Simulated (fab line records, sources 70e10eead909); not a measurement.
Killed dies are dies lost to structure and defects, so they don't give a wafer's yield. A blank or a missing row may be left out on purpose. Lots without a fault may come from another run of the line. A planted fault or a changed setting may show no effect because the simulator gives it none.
Chamber matching | flow nand_harc | NHARC_A_CHANNEL_FILL_D1_ALD_16 on ald_hk-02: 4 sister chambers
The step deposits SiO2, target thk 1.5 nm, pulse time 10 s, ald cycles 15. 4 wafers are shown with their chamber, then 11 later ones without.

WAFERS WITH THEIR CHAMBER
wafer  | chamber | heater_power_w (W)
L081.3 | 0       | 555
L085.5 | 3       | 441
L086.5 | 2       | 441
L087.2 | 1       | 469

WAFERS WITHOUT THEIR CHAMBER
wafer  | heater_power_w (W)
L087.3 | 429
L087.4 | 560
L090.1 | 578
L090.2 | 453
L090.3 | 479
L093.2 | 489
L093.3 | 571
L093.4 | 455
L094.2 | 420
L094.4 | 572
L094.5 | 407

WHICH CHAMBER EACH WENT THROUGH
wafer  | from the rows above          | in truth
L087.3 | can't be placed: 2 or 3 or 1 | 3
L087.4 | 0                            | 0
L090.1 | 0                            | 0
L090.2 | can't be placed: 2 or 3 or 1 | 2
L090.3 | can't be placed: 1 or 2 or 3 | 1
L093.2 | can't be placed: 1 or 2 or 3 | 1
L093.3 | 0                            | 0
L093.4 | can't be placed: 1 or 2 or 3 | 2
L094.2 | can't be placed: 2 or 3 or 1 | 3
L094.4 | 0                            | 0
L094.5 | can't be placed: 2 or 3 or 1 | 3
Placed correctly: 4 of 11. Can't be placed from these rows: 7 (the true chamber is among the candidates in 7). Placed wrongly: 0.
How it was worked out, from the rows above alone: a wafer's distance from a chamber is the root of the sum, over the readings, of the square of ((its reading less the chamber's mean) divided by the reading's scatter). The wafer belongs to the nearest chamber; if the next one is less than 2 further off, it can't be placed. A chamber's mean is the mean of its shown wafers. The scatter: with one shown wafer a chamber, the root of the mean of the squares of how far each hidden wafer lies from its nearest shown one.
